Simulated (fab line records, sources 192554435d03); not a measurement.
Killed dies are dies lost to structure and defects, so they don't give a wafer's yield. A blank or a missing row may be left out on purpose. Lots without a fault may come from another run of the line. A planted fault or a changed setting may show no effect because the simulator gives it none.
Chamber matching | flow n5_finfet | N5_BEOL_M15_DESCUM_15 on rie_diel-02: 4 sister chambers
The step chemistry O2, time 7.9 s. 16 wafers are shown with their chamber, then 8 later ones without.

WAFERS WITH THEIR CHAMBER
wafer  | chamber | showerhead_plenum_p_Torr (Torr) | throttle_valve_pct (%) | oes_product_au (a.u.)
L077.3 | 2       | 2.23                            | 20.05                  | 0.90
L077.5 | 2       | 2.23                            | 20.07                  | 0.90
L077.6 | 1       | 2.13                            | 20.18                  | 0.80
L080.1 | 2       | 2.23                            | 20.07                  | 0.89
L080.4 | 0       | 2.10                            | 20.01                  | 0.95
L080.5 | 2       | 2.23                            | 20.07                  | 0.89
L086.3 | 3       | 2.17                            | 20.15                  | 0.98
L086.4 | 1       | 2.12                            | 20.20                  | 0.78
L086.6 | 3       | 2.17                            | 20.14                  | 0.98
L090.2 | 3       | 2.16                            | 20.16                  | 0.96
L090.3 | 1       | 2.12                            | 20.20                  | 0.78
L090.5 | 2       | 2.22                            | 20.10                  | 0.86
L092.2 | 3       | 2.16                            | 20.15                  | 0.94
L092.3 | 2       | 2.22                            | 20.09                  | 0.86
L092.5 | 0       | 2.10                            | 20.04                  | 0.91
L093.2 | 1       | 2.12                            | 20.22                  | 0.76

SIGNATURES (means of the wafers above)
reading                  | chamber 0 | chamber 1 | chamber 2 | chamber 3 | scatter within a chamber
showerhead_plenum_p_Torr | 2.1000    | 2.1225    | 2.2267    | 2.1650    | 0.00507
throttle_valve_pct       | 20.0250   | 20.2000   | 20.0750   | 20.1500   | 0.0158
oes_product_au           | 0.9300    | 0.7800    | 0.8833    | 0.9650    | 0.0192
Rule: a wafer's distance from a chamber is the root of the sum, over the readings, of the square of ((its reading less the chamber's mean) divided by the reading's scatter). The wafer belongs to the nearest chamber; if the next one is less than 2 further off, it can't be placed. The scatter: the root of (the sum of the squares of (reading less its chamber's mean) over the shown wafers, divided by (wafers less chambers)).

WAFERS WITHOUT THEIR CHAMBER
wafer  | showerhead_plenum_p_Torr (Torr) | throttle_valve_pct (%) | oes_product_au (a.u.)
L093.5 | 2.22                            | 20.12                  | 0.84
L093.6 | 2.16                            | 20.14                  | 0.92
L095.1 | 2.09                            | 20.03                  | 0.89
L095.2 | 2.22                            | 20.11                  | 0.85
L095.3 | 2.16                            | 20.16                  | 0.92
L097.1 | 2.16                            | 20.17                  | 0.90
L097.3 | 2.22                            | 20.12                  | 0.83
L097.4 | 2.09                            | 20.04                  | 0.88

WHICH CHAMBER EACH WENT THROUGH
wafer  | from the rows above | in truth
L093.5 | 2                   | 2
L093.6 | 3                   | 3
L095.1 | 0                   | 0
L095.2 | 2                   | 2
L095.3 | 3                   | 3
L097.1 | 3                   | 3
L097.3 | 2                   | 2
L097.4 | 0                   | 0
Placed correctly: 8 of 8. Can't be placed from these rows: 0. Placed wrongly: 0.
